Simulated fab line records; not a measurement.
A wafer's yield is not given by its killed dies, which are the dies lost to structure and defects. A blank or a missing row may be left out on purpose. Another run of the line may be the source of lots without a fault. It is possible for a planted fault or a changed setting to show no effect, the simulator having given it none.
Matching of chambers -- flow n5-finfet -- rie-diel-02 running N5_SD_EPI_P_ETCH_36: 4 sister chambers
The step etches SiARC in CF4, target depth 45.5 nm, time 75.8 s. 4 wafers are shown with their chamber, then 7 later ones without.

## WAFERS WITH THEIR CHAMBER
wafer,chamber,drypump-motor-current-A (A)
L086.4,1,6.0
L089.3,3,5.7
L093.3,0,4.7
L093.4,2,5.8

## WAFERS MISSING THEIR CHAMBER
wafer,drypump-motor-current-A (A)
L093.6,6.0
L095.1,5.7
L095.4,4.8
L095.6,4.8
L097.1,5.7
L097.3,6.0
L097.6,5.7

## WHICH CHAMBER EACH WENT THROUGH
wafer,from the rows above,in truth
L093.6,1,1
L095.1,can't be placed: 3 or 2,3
L095.4,0,0
L095.6,0,0
L097.1,can't be placed: 3 or 2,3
L097.3,1,1
L097.6,can't be placed: 3 or 2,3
4 of 7 placed correctly. From these rows, 3 cannot be placed; in 3 the true chamber is one of the candidates. Wrongly placed: 0.
How it was worked out, from the rows above alone: a wafer's distance from a chamber is the root of the sum, over the readings, of the square of ((its reading less the chamber's mean) divided by the reading's scatter). If the next closest chamber is less than 2 further off than the closest, the wafer can't be placed; otherwise it belongs to the closest. Each chamber's mean is taken over the wafers shown for it. The scatter: root of mean squared gap, hidden wafer to nearest shown wafer, with one shown wafer a chamber.
